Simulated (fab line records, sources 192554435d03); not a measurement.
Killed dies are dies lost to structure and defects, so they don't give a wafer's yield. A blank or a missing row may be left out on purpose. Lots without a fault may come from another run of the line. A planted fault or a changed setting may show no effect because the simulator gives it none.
Split-lot experiment | flow n5_finfet | 7 lots, 21 wafers read, on a route of 1938 steps

THE SPLIT
At N5_HKMG_FIN_COAT_43 (resist thk 90 nm), the setting spin_rpm was moved away from the recipe's 1500 rpm on 6 of the 21 wafers read, by -10.7% to +8.9%. The other wafers ran this setting at the recipe's value.

FROM THE SPLIT TO THE READING: what the file shows between them, 6 steps
- N5_HKMG_FIN_EBR_45
- N5_HKMG_FIN_SOFTBAKE_44: time 60 s
- N5_HKMG_FIN_EXPOSE_46: exposes mask NDIPOLE
- N5_HKMG_FIN_PEB_47: peb time 60 s
- N5_HKMG_FIN_DEVELOP_48: develop time 30 s
- N5_HKMG_FIN_DESCUM_53: chemistry O2, time 7.9 s

THE READING
CAR-ArF_of_HKMG_FIN_COAT_43.thk_nm (the simulator's own value, which no gauge read), in nm, at N5_HKMG_FIN_ETCH_54 (etches SiARC in CF4, target depth 45.5 nm, time 75.8 s). The file gives no usual value for it. The 15 wafers here that ran the recipe average 50.7 nm, standard deviation 0.22 nm.

wafer  | tool, chamber at the split | spin_rpm as run, rpm | against the recipe | CAR-ArF_of_HKMG_FIN_COAT_43.thk_nm, nm | against lot-mates on the recipe
L077.2 | litho_track-03, 0          | 1500                 | recipe             | 50.8                                   | -
L077.4 | litho_track-03, 0          | 1500                 | recipe             | 50.8                                   | -
L077.5 | litho_track-03, 0          | 1594                 | +6.3%              | 48.4                                   | -2.4
L079.1 | litho_track-04, 0          | 1634                 | +8.9%              | 47.2                                   | -3.3
L079.5 | litho_track-04, 0          | 1500                 | recipe             | 50.4                                   | -
L079.6 | litho_track-04, 0          | 1500                 | recipe             | 50.6                                   | -
L082.1 | litho_track-02, 0          | 1500                 | recipe             | 50.6                                   | -
L082.2 | litho_track-02, 0          | 1500                 | recipe             | 50.6                                   | -
L082.5 | litho_track-02, 0          | 1500                 | recipe             | 50.6                                   | -
L085.1 | litho_track-02, 0          | 1500                 | recipe             | 50.8                                   | -
L085.5 | litho_track-02, 0          | 1500                 | recipe             | 51                                     | -
L085.6 | litho_track-02, 0          | 1500                 | recipe             | 50.6                                   | -
L089.1 | litho_track-04, 0          | 1576                 | +5.1%              | 48.4                                   | -1.8
L089.2 | litho_track-04, 0          | 1500                 | recipe             | 50.2                                   | -
L089.6 | litho_track-04, 0          | 1576                 | +5.1%              | 48.2                                   | -2.0
L093.4 | litho_track-02, 0          | 1620                 | +8.0%              | 47.6                                   | -3.3
L093.5 | litho_track-02, 0          | 1500                 | recipe             | 50.8                                   | -
L093.6 | litho_track-02, 0          | 1500                 | recipe             | 51                                     | -
L095.1 | litho_track-02, 0          | 1500                 | recipe             | 50.8                                   | -
L095.2 | litho_track-02, 0          | 1339                 | -10.7%             | 55.8                                   | +4.9
L095.4 | litho_track-02, 0          | 1500                 | recipe             | 51                                     | -

THE FIT
A straight line over all 21 wafers: CAR-ArF_of_HKMG_FIN_COAT_43.thk_nm changes by -0.432 nm for each +1% of spin_rpm; r = -0.99; the points scatter about the line by 0.27 nm.
The same after taking each lot's own level away (the mean of its wafers on the recipe; 21 wafers): -0.413 nm for each +1%; r = -1.00; scatter 0.17 nm.
On that fit, the largest move of spin_rpm shifts the reading by 4.4 nm.
The lots' own levels span 50.20 to 50.90 nm, that is 3.2 times the standard deviation above.
So the lot-to-lot level changes the slope little: the two slopes agree.
Check: with one of the wafers moved furthest among these (-10.7%) left out of the fit, the line predicts +4.13 nm for it against its lot-mates. It came out at +4.9 nm against them.

OTHER SPLITS ON THESE WAFERS
These wafers also went through other splits before the reading. Each is held against what the fit with the lots' levels taken away leaves over:
other split on the same wafers          | wafers away from the commonest value | r with CAR-ArF_of_HKMG_FIN_COAT_43.thk_nm (lot level and that fit taken away)
N5_ZERO_LAYER_COAT_05 spin_rpm          | 9                                    | -0.11
N5_ZERO_LAYER_DEVELOP_10 develop_time_s | 8                                    | -0.17
N5_FIN_SAQP_EXPOSE_13 dose_mj           | 5                                    | +0.27
N5_FIN_SAQP_PEB_14 peb_time_s           | 9                                    | -0.20
N5_DUMMY_GATE_HM_DEP_06 time_s          | 9                                    | +0.06
N5_SD_EPI_N_EPI_21 time_s               | 6                                    | +0.16
N5_SD_EPI_P_COAT_34 spin_rpm            | 9                                    | +0.17
N5_SDB_COAT_05 spin_rpm                 | 4                                    | -0.17
N5_SDB_EXPOSE_08 dose_mj                | 6                                    | +0.33

THE WHOLE CHAIN: every reading that the file lists as answering this split, in the file's order
step                   | what it does                                           | reading                                                                             | change (the file's fit)               | r (the file's)
N5_HKMG_FIN_COAT_43    | resist thk 90 nm                                       | CAR-ArF_of_HKMG_FIN_COAT_43.thk_nm (the simulator's own value, which no gauge read) | -0.421 nm for each +1% of the setting | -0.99
N5_HKMG_FIN_DEVELOP_48 | develop time 30 s                                      | CAR-ArF_of_HKMG_FIN_COAT_43.thk_nm (the simulator's own value, which no gauge read) | -0.433 nm for each +1% of the setting | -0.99
N5_HKMG_FIN_ETCH_54    | etches SiARC in CF4, target depth 45.5 nm, time 75.8 s | CAR-ArF_of_HKMG_FIN_COAT_43.thk_nm (the simulator's own value, which no gauge read) | -0.411 nm for each +1% of the setting | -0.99

THE FILE'S OWN FIT
CAR-ArF_of_HKMG_FIN_COAT_43.thk_nm changes by -0.411 nm for each +1% of spin_rpm, r = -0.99.
